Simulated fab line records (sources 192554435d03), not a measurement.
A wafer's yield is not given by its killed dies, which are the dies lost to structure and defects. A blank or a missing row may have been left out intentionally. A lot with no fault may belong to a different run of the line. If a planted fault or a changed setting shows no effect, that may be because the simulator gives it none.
Comparing a struck lot with a sound one | flow n5-finfet | 15 steps out of a route of 1938
Sound: these wafers, L636.3, L636.4, L636.5. Struck: wafer L641.5; the same lot's L641.1 was not struck, so it is left out; see the end for the cause.
Each step with rows lists, per side, the tool, then ch with its chambers, then its first start. Under that, the readings that differ: sound wafers | struck wafers | difference of the means | sigmas: that difference in standard deviations of wafers without a fault.
alike: same words and numbers on both sides, and readings whose means sit less than 2 such deviations apart. not compared: any withheld reading, any reading some wafer has no value for, any bound like >300 that may hide the same value, and any number with overlapping values for which the record gives no deviation.
Wherever a step has rows on one side only, a row that says differs or no value, or a row with sigmas, the two part there. Numbers that have no deviation but don't overlap get no sigmas and don't part them. A reading missing from all wafers of one side parts the sides only when that side holds two or more wafers.

first, 3 steps without rows for these wafers: N5_BEOL_M9_EXPOSE_25 (exposes mask V8); N5_BEOL_M9_PEB_26 (peb time 60 s); N5_BEOL_M9_DEVELOP_27 (develop time 30 s).
N5_BEOL_M9_CD_MEAS_28 targets a cd of 70 nm.
  sound on cd-sem-03 ch 0, day 11 05:10; struck on cd-sem-03 ch 0, day 12 14:32
  alike: cd-nm
N5_BEOL_M9_OVL_MEAS_29:
  sound on overlay-01 ch 0, day 11 05:13; struck on overlay-01 ch 0, day 12 14:34
  alike: V8_OVL
N5_BEOL_M9_INSPECT_30: inspects for defects (brightfield).
  sound on defect-inspect-01 at day 11 05:16; struck on defect-inspect-02 at day 12 14:38
  alike: raw-defect-count
N5_BEOL_M9_DESCUM_33: chemistry O2, time 7 s.
  sound on rie-diel-06 ch 0,2, day 11 05:17; struck on rie-diel-01 ch 2, day 12 14:43
  reading                     | sound       | struck | difference | sigmas
  drypump-motor-current-A (A) | 6.7 6.1 6.7 | 5.4    | -1.1       | -2
  alike: oes-product-au, rf-vpp-V, showerhead-plenum-p-Torr, temp-c, throttle-valve-pct
  not compared: rf-hours-counter-h
N5_BEOL_M9_ETCH_76: etches underlayer in N2/H2, target depth 6.5 nm, time 5.2 s.
  sound on rie-diel-06 ch 0,2, day 11 05:19; struck on rie-diel-01 ch 2, day 12 14:44
  reading                     | sound          | struck | difference | sigmas
  drypump-motor-current-A (A) | 6.8 6.1 6.8    | 5.4    | -1.2       | -3
  etch-rf-on-time-s (s)       | 5.54 5.38 5.55 | 5.20   | -0.29      | -2
  alike: h2-flow-sccm, oes-product-au, rf-vpp-V, showerhead-plenum-p-Torr, throttle-valve-pct
  not compared: rf-hours-counter-h
N5_BEOL_M9_ETCH_65: etches SiARC in CF4, target depth 15.6 nm, time 26 s.
  sound on rie-diel-06 ch 0,2, day 11 05:20; struck on rie-diel-01 ch 2, day 12 14:46
  reading                     | sound       | struck | difference | sigmas
  drypump-motor-current-A (A) | 6.8 6.1 6.8 | 5.4    | -1.2       | -3
  alike: etch-rf-on-time-s, oes-product-au, rf-vpp-V, showerhead-plenum-p-Torr, throttle-valve-pct
  not compared: rf-hours-counter-h
N5_BEOL_M9_ETCH_66: etches SOC in N2/H2, target depth 80 nm, overetch 16 nm, time 120 s.
  sound on rie-diel-06 ch 0,2, day 11 05:22; struck on rie-diel-01 ch 2, day 12 14:47
  reading                     | sound       | struck | difference | sigmas
  drypump-motor-current-A (A) | 6.8 6.1 6.8 | 5.5    | -1.1       | -2
  alike: h2-flow-sccm, oes-product-au, rf-vpp-V, showerhead-plenum-p-Torr, temp-c, throttle-valve-pct
  not compared: rf-hours-counter-h
then, 2 steps without rows for these wafers: N5_BEOL_M9_STRIP_69 (strips in N2/H2); N5_BEOL_M9_STRIP_77 (strips in N2/H2).
N5_BEOL_M9_VIA_ETCH_34: etches SiCOH lowk in C4F6/O2, target depth 182.4 nm, time 68.4 s.
  sound on rie-diel-06 ch 0,2, day 11 05:28; struck on rie-diel-01 ch 2, day 12 14:53
  reading                                  | sound           | struck | difference | sigmas
  drypump-motor-current-A (A)              | 6.8 6.1 6.8     | 5.5    | -1.1       | -2
  oes-product-au (a.u.)                    | 0.68 0.69 0.68  | 0.92   | +0.24      | +3
  model.etch.depth-nm (nm)                 | 173.3 177 173.2 | 275.7  | +101.2     |
  model.SOC_of_BEOL_M9_COAT_63.thk-nm (nm) | 51 51.2 51      | 46.8   | -4.3       |
  alike: oes_f_703_au, rf-vpp-V, showerhead-plenum-p-Torr, throttle-valve-pct
  not compared: rf-hours-counter-h
then, 1 step without rows for these wafers: N5_BEOL_M9_STRIP_73 (strips in C4F6/O2).
-- record jumps: 3 days separate the struck wafers' starts on either side; left off in module BEOL_M9, taken up again in module PASSIVATION, whose first shown step is the route's number 1936 --
N5_PASSIVATION_PROBE_49:
  sound on prober-01 at day 13 17:41; struck on prober-02 at day 15 11:05
  alike: defect-limited-yield, killed_at_M0_to_M3, killed_at_M4_up, killed-at-contacts, killed-at-front-end, killed-at-other, killed-dies, killed-open, killed-short, sort_bin_5_function, sort_bin_6_memory, sort_bin_8_speed, sort-n-pass, sort-yield-pct

== WHERE THEY PART ==
Last at N5_BEOL_M9_VIA_ETCH_34 as far as this record goes, first at N5_BEOL_M9_DESCUM_33. Later steps at which nothing parts them and some readings are alike: N5_PASSIVATION_PROBE_49.

WHY: what had been put in by the simulator
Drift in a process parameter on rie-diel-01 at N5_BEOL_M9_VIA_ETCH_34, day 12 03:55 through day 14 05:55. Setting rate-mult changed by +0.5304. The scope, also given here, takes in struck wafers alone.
